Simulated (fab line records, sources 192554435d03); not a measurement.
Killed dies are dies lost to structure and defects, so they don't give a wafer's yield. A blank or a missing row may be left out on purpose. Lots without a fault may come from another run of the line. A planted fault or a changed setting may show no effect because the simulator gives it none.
Problem report in the 8D (eight disciplines) form, filled by code | flow n5_finfet | the parts of the form that need people (team, actions taken, sign-off) are left out

1. THE PROBLEM
cathode_dc_power_W at N5_MIM_TOP_SPUTTER_03 reads a mean of 3982.0 W on 6 wafers of 2 lots; wafers without a fault read 3000.1 W with a standard deviation of 0.52. That is +99 or more standard deviations from the usual mean.
The step: material TiN, target thk 35 nm, time 89.7 s.
First seen on wafer L572.3, day 16 19:15, on pvd_sputter-03. The record holds 30 wafers of 10 lots with a number at this step. Rule for "out", or "out of limits": more than 4 standard deviations from the usual mean. The other wafers with a number count as sound.

2. WHAT IT IS AND WHAT IT IS NOT
question                    | is                     | is not
which readings at this step | cathode_dc_power_W     | throttle_valve_pct
which lots                  | L572, L573             | L562, L564, L566, L567, L574, L576, L579, L581
which wafers of those lots  | all that have a number | -
read on which tools         | pvd_sputter-03         | pvd_sputter-01, pvd_sputter-02
when                        | from day 16 19:15      | up to then (12 sound wafers); but 12 sound wafers of L574, L576, L579, L581 came after

3. SUSPECTS, AND WHAT RULES EACH OUT
Counting: a tool at a process step up to the reading stays a suspect if it ran every lot that is out and no sound lot after the first of them.
- rie_diel-01 at N5_BEOL_M15_STRIP_36 (strips in O2): kept. It ran every lot that is out, first L572 (day 16 13:46), and no sound lot after that; its last sound lot up to then is L567 (day 15 18:37).
- pvd_sputter-03 at N5_MIM_TOP_SPUTTER_03 (material TiN, target thk 35 nm, time 89.7 s): kept. It ran every lot that is out, first L572 (day 16 19:15), and no sound lot after that; its last sound lot up to then is L567 (day 16 01:36). Its own readings are out on those wafers: cathode_dc_power_W.
Left after counting: rie_diel-01 at N5_BEOL_M15_STRIP_36, pvd_sputter-03 at N5_MIM_TOP_SPUTTER_03.

4. THE CAUSE (what the simulator had put in)
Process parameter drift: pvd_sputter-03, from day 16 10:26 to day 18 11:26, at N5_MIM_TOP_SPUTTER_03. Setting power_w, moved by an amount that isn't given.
Counting left 2 suspects, and this tool is among them.

5. THE CHAIN OF EFFECTS, in route order
Each row: a reading whose mean over the struck wafers that have a number lies more than 3 standard deviations from the usual. Only readings for which the record gives a usual standard deviation are gone through. hours: the time from each lot's start at the first step in this table that gives one to its start at this step, as a median over the lots. sigmas: the change in usual standard deviations.
hours | step                    | reading              | usual    | on struck wafers | change  | sigmas
0     | N5_MIM_TOP_SPUTTER_03   | cathode_dc_power_W   | 3000.1 W | 3982.0           | +981.9  | +99 or more
10    | N5_PASSIVATION_PROBE_49 | defect_limited_yield | 91.4 %   | 0.0              | -91.4   | -76
10    | N5_PASSIVATION_PROBE_49 | killed_at_other      | 3.5      | 1088.8           | +1085.3 | +99 or more
10    | N5_PASSIVATION_PROBE_49 | killed_dies          | 102      | 1180             | +1078   | +72
10    | N5_PASSIVATION_PROBE_49 | killed_on_rim        | 13       | 152              | +139    | +39
10    | N5_PASSIVATION_PROBE_49 | sort_n_pass          | 1078     | 0                | -1078   | -72
10    | N5_PASSIVATION_PROBE_49 | sort_yield_pct       | 91.4 %   | 0.0              | -91.4   | -76
The process steps in it:
- N5_MIM_TOP_SPUTTER_03: material TiN, target thk 35 nm, time 89.7 s.
- N5_PASSIVATION_PROBE_49

6. WHAT WOULD HAVE CAUGHT IT SOONER
In this record the first reading out of limits was taken at day 16 19:15, 9 hours after the fault began at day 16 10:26.
